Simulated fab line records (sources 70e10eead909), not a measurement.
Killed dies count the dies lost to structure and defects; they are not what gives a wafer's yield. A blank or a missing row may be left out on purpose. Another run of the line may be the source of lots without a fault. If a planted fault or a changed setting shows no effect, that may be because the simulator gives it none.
The same fault as seen by 2 desks | flow nandHarc | every desk sees just its own numbers, and what lay behind them comes last

== FROM THE METROLOGY DESK ==
Means of the sampled wafers that have a number, per lot and without regard to the tool the lot ran on: this is what the gauges read. Any lot whose mean is over 4 standard deviations away from the usual mean is out of limits and marked OUT; that distance is given in the brackets.
Columns: A = thkNm at NHARC_P_M2_THK_MEAS_24, usual 144.6 nm
lot  | first seen here | A
L969 | day 7 05:42     | 145.4
L970 | day 7 23:28     | 145.5
L971 | day 8 06:25     | 146.5
L972 | day 8 17:36     | 146.3
L974 | day 9 10:36     | 144.5
L975 | day 9 22:04     | 143.6
L976 | day 10 18:20    | 145.7
L977 | day 10 23:25    | 145.1
L980 | day 11 21:28    | 143.6
L984 | day 13 20:57    | 146.2
L985 | day 14 02:26    | 144.2
L986 | day 14 17:38    | 144.6
L987 | day 14 22:43    | 142.8
Result from this desk: across the 13 lots, nothing is out of limits.

== DESK OF THE TOOL OWNER: krfScanner-03 ==
The tool's own readings at NHARC_P_BONDPAD_EXPOSE_06 (exposes mask P BPAD): means of the sampled wafers that have a number, for each lot that ran on this tool. Any lot whose mean is over 4 standard deviations away from the usual mean is out of limits and marked OUT; that distance is given in the brackets.
Columns: A = exposureDoseMJCm2 at NHARC_P_BONDPAD_EXPOSE_06, usual 37.01
lot  | first seen here | A
L969 | day 7 07:22     | 36.96
L971 | day 8 08:12     | 36.99
L972 | day 8 19:16     | 37.00
L976 | day 10 20:10    | 37.05
L980 | day 11 23:16    | 37.03
L984 | day 13 22:38    | 34.73 (-53) OUT
L986 | day 14 19:27    | 35.21 (-42) OUT
L987 | day 15 00:21    | 35.55 (-34) OUT
Finding of this desk: L984, L986, L987 out of limits; the first was L984 at day 13 22:38, on exposureDoseMJCm2 at NHARC_P_BONDPAD_EXPOSE_06. L969, L971, L972, L976, L980: within limits.

== BROUGHT TOGETHER ==
At day 13 22:38, on L984, L986, L987, the tool owner's desk was in a position to raise an alarm.
Nothing out of limits was seen by the metrology desk.
The metrology desk holds a record of L984, L986, L987, inside its limits.
NHARC_P_BONDPAD_EXPOSE_06 was run on krfScanner-03 by each of the lots named.

== WHAT HAD BEEN PUT IN BY THE SIMULATOR ==
Process parameters drifting: krfScanner-03 at NHARC_P_BONDPAD_EXPOSE_06, beginning at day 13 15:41. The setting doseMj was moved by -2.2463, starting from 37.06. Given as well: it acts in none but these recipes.
Struck lots among those shown: L984, L986, L987.
How many hours passed from the start of the fault until each desk's first out-of-limits reading: the tool owner's desk, 7.
